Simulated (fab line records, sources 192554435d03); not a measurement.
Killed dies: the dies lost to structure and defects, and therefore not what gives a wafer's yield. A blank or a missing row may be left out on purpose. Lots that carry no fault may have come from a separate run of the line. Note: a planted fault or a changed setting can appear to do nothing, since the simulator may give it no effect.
Lot-split experiment || flow n5 finfet || on a route of 1938 steps: 7 lots, 39 wafers read

THE SPLIT
At N5_BEOL_M6_ETCH_62 (etches SOC in N2/H2, target depth 110 nm, overetch 22 nm, time 165 s), the setting time s was moved away from the recipe's 165 s on 15 of the 39 wafers read, by -43.8% to +42.4%. All remaining wafers had this setting at the recipe value.

The split's own step is where the reading is taken.

THE READING
SiARC_of_BEOL_M6_COAT_60.thk nm (the simulator's own value, which no gauge read), in nm, at N5_BEOL_M6_ETCH_62 (etches SOC in N2/H2, target depth 110 nm, overetch 22 nm, time 165 s). There is no usual value for it anywhere in the file. The 24 wafers here that ran the recipe average 28.4 nm, standard deviation 0.23 nm.

{"wafer": "L077.1", "tool, chamber at the split": "rie diel-01, 0", "time s as run, s": 125.6, "against the recipe": "-23.9%", "SiARC_of_BEOL_M6_COAT_60.thk nm, nm": 30.2, "against lot-mates on the recipe": "+1.8"}
{"wafer": "L077.4", "tool, chamber at the split": "rie diel-01, 0", "time s as run, s": 125.6, "against the recipe": "-23.9%", "SiARC_of_BEOL_M6_COAT_60.thk nm, nm": 30.2, "against lot-mates on the recipe": "+1.8"}
{"wafer": "L077.2", "tool, chamber at the split": "rie diel-01, 1,3,1", "time s as run, s": 165, "against the recipe": "recipe", "SiARC_of_BEOL_M6_COAT_60.thk nm, nm": 28.4, "against lot-mates on the recipe": "-"}
{"wafer": "L077.5", "tool, chamber at the split": "rie diel-01, 1,3,1", "time s as run, s": 165, "against the recipe": "recipe", "SiARC_of_BEOL_M6_COAT_60.thk nm, nm": 28.4, "against lot-mates on the recipe": "-"}
{"wafer": "L077.6", "tool, chamber at the split": "rie diel-01, 1,3,1", "time s as run, s": 165, "against the recipe": "recipe", "SiARC_of_BEOL_M6_COAT_60.thk nm, nm": 28.4, "against lot-mates on the recipe": "-"}
{"wafer": "L077.3", "tool, chamber at the split": "rie diel-01, 3", "time s as run, s": 125.6, "against the recipe": "-23.9%", "SiARC_of_BEOL_M6_COAT_60.thk nm, nm": 30, "against lot-mates on the recipe": "+1.6"}
{"wafer": "L080.1", "tool, chamber at the split": "rie diel-05, 3,1", "time s as run, s": 92.72, "against the recipe": "-43.8%", "SiARC_of_BEOL_M6_COAT_60.thk nm, nm": 31.6, "against lot-mates on the recipe": "+3.0"}
{"wafer": "L080.3", "tool, chamber at the split": "rie diel-05, 3,1", "time s as run, s": 92.72, "against the recipe": "-43.8%", "SiARC_of_BEOL_M6_COAT_60.thk nm, nm": 31.6, "against lot-mates on the recipe": "+3.0"}
{"wafer": "L080.2", "tool, chamber at the split": "rie diel-05, 2", "time s as run, s": 165, "against the recipe": "recipe", "SiARC_of_BEOL_M6_COAT_60.thk nm, nm": 28.4, "against lot-mates on the recipe": "-"}
{"wafer": "L080.4", "tool, chamber at the split": "rie diel-05, 0", "time s as run, s": 92.72, "against the recipe": "-43.8%", "SiARC_of_BEOL_M6_COAT_60.thk nm, nm": 31.4, "against lot-mates on the recipe": "+2.8"}
{"wafer": "L080.5", "tool, chamber at the split": "rie diel-05, 3", "time s as run, s": 165, "against the recipe": "recipe", "SiARC_of_BEOL_M6_COAT_60.thk nm, nm": 28.8, "against lot-mates on the recipe": "-"}
{"wafer": "L080.6", "tool, chamber at the split": "rie diel-05, 0", "time s as run, s": 165, "against the recipe": "recipe", "SiARC_of_BEOL_M6_COAT_60.thk nm, nm": 28.6, "against lot-mates on the recipe": "-"}
{"wafer": "L082.1", "tool, chamber at the split": "rie diel-01, 0", "time s as run, s": 233.4, "against the recipe": "+41.5%", "SiARC_of_BEOL_M6_COAT_60.thk nm, nm": 25.2, "against lot-mates on the recipe": -2.9}
{"wafer": "L082.2", "tool, chamber at the split": "rie diel-01, 2", "time s as run, s": 233.4, "against the recipe": "+41.5%", "SiARC_of_BEOL_M6_COAT_60.thk nm, nm": 25.6, "against lot-mates on the recipe": -2.5}
{"wafer": "L082.3", "tool, chamber at the split": "rie diel-01, 1,3", "time s as run, s": 165, "against the recipe": "recipe", "SiARC_of_BEOL_M6_COAT_60.thk nm, nm": 28.2, "against lot-mates on the recipe": "-"}
{"wafer": "L082.5", "tool, chamber at the split": "rie diel-01, 1,3", "time s as run, s": 165, "against the recipe": "recipe", "SiARC_of_BEOL_M6_COAT_60.thk nm, nm": 28.2, "against lot-mates on the recipe": "-"}
{"wafer": "L082.4", "tool, chamber at the split": "rie diel-01, 3", "time s as run, s": 233.4, "against the recipe": "+41.5%", "SiARC_of_BEOL_M6_COAT_60.thk nm, nm": 25.4, "against lot-mates on the recipe": -2.7}
{"wafer": "L082.6", "tool, chamber at the split": "rie diel-01, 0", "time s as run, s": 165, "against the recipe": "recipe", "SiARC_of_BEOL_M6_COAT_60.thk nm, nm": 28, "against lot-mates on the recipe": "-"}
{"wafer": "L084.3", "tool, chamber at the split": "rie diel-05, 1,3,0", "time s as run, s": 165, "against the recipe": "recipe", "SiARC_of_BEOL_M6_COAT_60.thk nm, nm": 28.6, "against lot-mates on the recipe": "-"}
{"wafer": "L084.4", "tool, chamber at the split": "rie diel-05, 1,3,0", "time s as run, s": 165, "against the recipe": "recipe", "SiARC_of_BEOL_M6_COAT_60.thk nm, nm": 28.6, "against lot-mates on the recipe": "-"}
{"wafer": "L084.6", "tool, chamber at the split": "rie diel-05, 1,3,0", "time s as run, s": 165, "against the recipe": "recipe", "SiARC_of_BEOL_M6_COAT_60.thk nm, nm": 28.6, "against lot-mates on the recipe": "-"}
{"wafer": "L088.1", "tool, chamber at the split": "rie diel-01, 3", "time s as run, s": 165, "against the recipe": "recipe", "SiARC_of_BEOL_M6_COAT_60.thk nm, nm": 28, "against lot-mates on the recipe": "-"}
{"wafer": "L088.2", "tool, chamber at the split": "rie diel-01, 2", "time s as run, s": 165, "against the recipe": "recipe", "SiARC_of_BEOL_M6_COAT_60.thk nm, nm": 28.4, "against lot-mates on the recipe": "-"}
{"wafer": "L088.3", "tool, chamber at the split": "rie diel-01, 0,1,1,0", "time s as run, s": 165, "against the recipe": "recipe", "SiARC_of_BEOL_M6_COAT_60.thk nm, nm": 28.2, "against lot-mates on the recipe": "-"}
{"wafer": "L088.4", "tool, chamber at the split": "rie diel-01, 0,1,1,0", "time s as run, s": 165, "against the recipe": "recipe", "SiARC_of_BEOL_M6_COAT_60.thk nm, nm": 28.2, "against lot-mates on the recipe": "-"}
{"wafer": "L088.5", "tool, chamber at the split": "rie diel-01, 0,1,1,0", "time s as run, s": 165, "against the recipe": "recipe", "SiARC_of_BEOL_M6_COAT_60.thk nm, nm": 28.2, "against lot-mates on the recipe": "-"}
{"wafer": "L088.6", "tool, chamber at the split": "rie diel-01, 0,1,1,0", "time s as run, s": 165, "against the recipe": "recipe", "SiARC_of_BEOL_M6_COAT_60.thk nm, nm": 28.2, "against lot-mates on the recipe": "-"}
{"wafer": "L089.1", "tool, chamber at the split": "rie diel-05, 3", "time s as run, s": 139.8, "against the recipe": "-15.3%", "SiARC_of_BEOL_M6_COAT_60.thk nm, nm": 29.8, "against lot-mates on the recipe": "+1.3"}
{"wafer": "L089.2", "tool, chamber at the split": "rie diel-05, 1", "time s as run, s": 139.8, "against the recipe": "-15.3%", "SiARC_of_BEOL_M6_COAT_60.thk nm, nm": 29.6, "against lot-mates on the recipe": "+1.1"}
{"wafer": "L089.5", "tool, chamber at the split": "rie diel-05, 1", "time s as run, s": 139.8, "against the recipe": "-15.3%", "SiARC_of_BEOL_M6_COAT_60.thk nm, nm": 29.6, "against lot-mates on the recipe": "+1.1"}
{"wafer": "L089.3", "tool, chamber at the split": "rie diel-05, 0,3", "time s as run, s": 165, "against the recipe": "recipe", "SiARC_of_BEOL_M6_COAT_60.thk nm, nm": 28.6, "against lot-mates on the recipe": "-"}
{"wafer": "L089.4", "tool, chamber at the split": "rie diel-05, 0,3", "time s as run, s": 165, "against the recipe": "recipe", "SiARC_of_BEOL_M6_COAT_60.thk nm, nm": 28.6, "against lot-mates on the recipe": "-"}
{"wafer": "L089.6", "tool, chamber at the split": "rie diel-05, 0", "time s as run, s": 165, "against the recipe": "recipe", "SiARC_of_BEOL_M6_COAT_60.thk nm, nm": 28.4, "against lot-mates on the recipe": "-"}
{"wafer": "L095.1", "tool, chamber at the split": "rie diel-04, 3", "time s as run, s": 165, "against the recipe": "recipe", "SiARC_of_BEOL_M6_COAT_60.thk nm, nm": 28, "against lot-mates on the recipe": "-"}
{"wafer": "L095.2", "tool, chamber at the split": "rie diel-04, 1", "time s as run, s": 234.9, "against the recipe": "+42.4%", "SiARC_of_BEOL_M6_COAT_60.thk nm, nm": 25.6, "against lot-mates on the recipe": -2.9}
{"wafer": "L095.3", "tool, chamber at the split": "rie diel-04, 2", "time s as run, s": 234.9, "against the recipe": "+42.4%", "SiARC_of_BEOL_M6_COAT_60.thk nm, nm": 25.8, "against lot-mates on the recipe": -2.7}
{"wafer": "L095.4", "tool, chamber at the split": "rie diel-04, 0", "time s as run, s": 234.9, "against the recipe": "+42.4%", "SiARC_of_BEOL_M6_COAT_60.thk nm, nm": 25.2, "against lot-mates on the recipe": -3.3}
{"wafer": "L095.5", "tool, chamber at the split": "rie diel-04, 1", "time s as run, s": 165, "against the recipe": "recipe", "SiARC_of_BEOL_M6_COAT_60.thk nm, nm": 28.6, "against lot-mates on the recipe": "-"}
{"wafer": "L095.6", "tool, chamber at the split": "rie diel-04, 2", "time s as run, s": 165, "against the recipe": "recipe", "SiARC_of_BEOL_M6_COAT_60.thk nm, nm": 28.8, "against lot-mates on the recipe": "-"}
The file does not say which wafer passed through which chamber wherever a row lists several chambers: such a row stands for several wafers.

FIT RESULTS
A straight line over all 39 wafers: SiARC_of_BEOL_M6_COAT_60.thk nm changes by -0.0712 nm for each +1% of time s; r = -0.99; the points scatter about the line by 0.22 nm.
The same after taking each lot's own level away (the mean of its wafers on the recipe; 39 wafers): -0.0681 nm for each +1%; r = -0.99; scatter 0.16 nm.
That fit puts the effect of the largest move of time s on the reading at 3 nm.
The lots' own levels span 28.13 to 28.60 nm, that is 2.0 times the standard deviation above.
The two slopes are in agreement: the lot-to-lot level therefore moves the slope only a little.
Check: for one of the wafers moved furthest among these (-43.8%), held out of the fit, the line's prediction against its lot-mates is +3 nm. It came out at +3 nm against them.

OTHER SPLITS ON THESE WAFERS
Note: prior to the reading, these wafers also went through further splits. Each is held against what the fit with the lots' levels taken away leaves over:
{"other split on the same wafers": "N5_SD_EPI_P_EPI_21 time s", "wafers away from the commonest value": 18, "r with SiARC_of_BEOL_M6_COAT_60.thk nm (lot level and that fit taken away)": "+0.00"}
{"other split on the same wafers": "N5_HKMG_FIN_NWFM_ALD_20 ald cycles", "wafers away from the commonest value": 12, "r with SiARC_of_BEOL_M6_COAT_60.thk nm (lot level and that fit taken away)": -0.03}
{"other split on the same wafers": "N5_BEOL_M4_HM_DEP_02 target thk a", "wafers away from the commonest value": 18, "r with SiARC_of_BEOL_M6_COAT_60.thk nm (lot level and that fit taken away)": "+0.08"}

THE WHOLE CHAIN: every reading that the file lists as answering this split, in the file's order
{"step": "N5_BEOL_M6_ETCH_62", "what it does": "etches SOC in N2/H2, target depth 110 nm, overetch 22 nm, time 165 s", "reading": "SiARC_of_BEOL_M6_COAT_60.thk nm (the simulator's own value, which no gauge read)", "change (the file's fit)": "-0.0681 nm for each +1% of the setting", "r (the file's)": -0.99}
{"step": "N5_BEOL_M6_HM_OPEN_17", "what it does": "chemistry Cl2/BCl3, target TiN, target depth 20 nm, overetch 6 nm", "reading": "etch.depth nm (the simulator's own value, which no gauge read)", "change (the file's fit)": "not straight: 19.93 at the lowest setting, 19.91 at the recipe, 12.75 at the highest", "r (the file's)": "not given"}

FILE'S OWN FIT
SiARC_of_BEOL_M6_COAT_60.thk nm changes by -0.0681 nm for each +1% of time s, r = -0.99.
